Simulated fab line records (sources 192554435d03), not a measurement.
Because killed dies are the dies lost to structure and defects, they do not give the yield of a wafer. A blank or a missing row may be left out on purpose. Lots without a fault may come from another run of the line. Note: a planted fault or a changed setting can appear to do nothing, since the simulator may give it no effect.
Matching of chambers -- flow n5_finfet -- pecvd-04 running N5_BEOL_M0_SAQP_PECVD_04: 3 sister chambers
The step deposits a-Si from SiH4/He, target thk 60 nm, time 60.2 s. 14 wafers are shown with their chamber, then 6 later ones without.

## WAFERS, EACH WITH ITS CHAMBER
wafer,chamber,showerhead_plenum_p_Torr (Torr),throttle_valve_pct (%),heater_power_w (W)
L612.2,1,5.73,19.2,669
L612.3,2,5.69,17.6,683
L612.6,0,5.57,20.1,793
L618.3,1,5.74,19.2,637
L618.4,0,5.56,20.2,804
L618.5,1,5.72,19.0,649
L619.2,0,5.57,20.1,824
L619.4,0,5.56,20.5,807
L619.5,1,5.74,19.1,695
L620.1,0,5.57,20.4,841
L620.2,1,5.74,19.0,737
L620.5,2,5.71,17.7,663
L621.3,2,5.71,17.9,669
L621.5,2,5.70,17.8,678

SIGNATURES (averages over the wafers above)
reading,chamber 0,chamber 1,chamber 2,scatter within a chamber
showerhead_plenum_p_Torr,5.5660,5.7340,5.7025,0.00806
throttle_valve_pct,20.260,19.100,17.750,0.142
heater_power_w,813.80,677.40,673.25,27
Rule: distance of a wafer from a chamber = root of the sum over the readings of ((wafer's reading minus chamber's mean) / reading's scatter) squared. The wafer belongs to the nearest chamber; if the next one is less than 2 further off, it can't be placed. The scatter: the root of (the sum of the squares of (reading less its chamber's mean) over the shown wafers, divided by (wafers less chambers)).

## WAFERS WITHOUT THEIR CHAMBER
wafer,showerhead_plenum_p_Torr (Torr),throttle_valve_pct (%),heater_power_w (W)
L621.6,5.56,20.1,780
L629.2,5.57,20.2,763
L629.4,5.71,17.5,592
L632.2,5.74,19.1,740
L632.3,5.72,17.7,686
L632.6,5.74,18.9,741

## THE CHAMBER EACH PASSED THROUGH
wafer,from the rows above,in truth
L621.6,0,0
L629.2,0,0
L629.4,2,2
L632.2,1,1
L632.3,2,2
L632.6,1,1
Correctly placed: 6 of 6. Number that these rows cannot place: 0. Placed wrongly: 0.
